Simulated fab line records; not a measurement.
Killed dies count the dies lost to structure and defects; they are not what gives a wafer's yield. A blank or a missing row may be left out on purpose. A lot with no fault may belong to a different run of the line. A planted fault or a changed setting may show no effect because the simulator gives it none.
What tool caused it?    flow n5 finfet    10 lots, 27 wafers sampled, at 4 steps of a route of 1938

WHAT THE GAUGES READ, wafer by wafer
N5_BEOL_M0_CUTY_OVL_MEAS_58.
lot   measured      on          M0_ABLK_OVL (nm)
L150  day 6 03:49   overlay-02  1.6 0.7 0.2
L153  day 6 16:35   overlay-02  0.0 0.6
L154  day 7 01:32   overlay-01  0.6 1.0 0.6
L155  day 7 05:58   overlay-01  -0.2 -0.9 -0.2
L157  day 7 17:28   overlay-01  -1.3 -0.8 -0.5
L158  day 7 23:24   overlay-01  -1.5 0.6 -0.8
L165  day 9 18:56   overlay-02  -0.2 0.6
L168  day 10 10:12  overlay-02  -0.7 0.3
L169  day 10 16:55  overlay-01  0.6 0.8 -0.2
L171  day 11 09:44  overlay-02  -1.3 -1.7 -0.1

TOOL THAT RAN EACH LOT (tool first, then ch and the chambers of the sampled wafers, then the start)
lot   N5_BEOL_M0_SAQP_MANDREL2_REMOVE_110  N5_BEOL_M0_SAQP_ETCH_88             N5_BEOL_M0_SAQP_ETCH_73
L150  rie si-01 ch 0,1,3, day 6 01:43      rie diel-06 ch 0,2,3, day 6 02:17   rie diel-06 ch 0,2,3, day 6 02:19
L153  rie si-02 ch 1,2, day 6 14:16        rie diel-05 ch 0,2, day 6 15:19     rie diel-05 ch 0,2, day 6 15:20
L154  rie si-02 ch 0,2,3, day 6 23:32      rie diel-02 ch 0,1, day 7 00:14     rie diel-02 ch 0,1, day 7 00:15
L155  rie si-02 ch 1,2, day 7 04:03        rie diel-02 ch 0,1, day 7 04:44     rie diel-02 ch 0,1, day 7 04:46
L157  rie si-06 ch 0,2,3, day 7 15:35      rie diel-02 ch 1,2, day 7 16:10     rie diel-02 ch 1,2, day 7 16:11
L158  rie si-06 ch 1,2,3, day 7 20:59      rie diel-05 ch 0,2, day 7 21:34     rie diel-05 ch 0,2, day 7 21:34
L165  rie si-01 ch 1, day 9 16:31          rie diel-02 ch 1,2, day 9 17:07     rie diel-02 ch 1,2, day 9 17:10
L168  rie si-06 ch 0,1, day 10 08:13       rie diel-02 ch 1,3, day 10 08:47    rie diel-02 ch 1,3, day 10 08:48
L169  rie si-01 ch 0,1,2, day 10 14:45     rie diel-02 ch 1,2,3, day 10 15:28  rie diel-02 ch 1,2,3, day 10 15:29
L171  rie si-01 ch 2,3, day 11 07:44       rie diel-05 ch 0,1, day 11 08:26    rie diel-05 ch 0,1, day 11 08:28
- N5_BEOL_M0_SAQP_MANDREL2_REMOVE_110: chemistry HBr/Cl2/O2, target a-Si, stops on SiCN, bt time 10 s.
- N5_BEOL_M0_SAQP_ETCH_88: etches underlayer in N2/H2, target depth 6.5 nm, time 5.2 s.
- N5_BEOL_M0_SAQP_ETCH_73: etches SiARC in CF4, target depth 19.5 nm, time 32.5 s.

THE ANSWER, worked out from the rows above alone
Rule: the lots themselves supply what counts as usual. The widest of any qualifying gaps counts: lots, ordered by their means at a reading, are off when they make up no more than a third of the lots, leave a main group of 4 or more, and stand apart from it by 3 or more times the standard deviation of that group's means. A main group whose means are all the same, to the digits that the tables above print for the reading, isn't used. Also off: a lot with no number at a reading for which 4 or more lots have one. Where the step has rows for the other lots, those lots are counted as sound.
Nothing can be told from this: no lot is off at any reading shown.

WHAT WAS PUT IN BY THE SIMULATOR
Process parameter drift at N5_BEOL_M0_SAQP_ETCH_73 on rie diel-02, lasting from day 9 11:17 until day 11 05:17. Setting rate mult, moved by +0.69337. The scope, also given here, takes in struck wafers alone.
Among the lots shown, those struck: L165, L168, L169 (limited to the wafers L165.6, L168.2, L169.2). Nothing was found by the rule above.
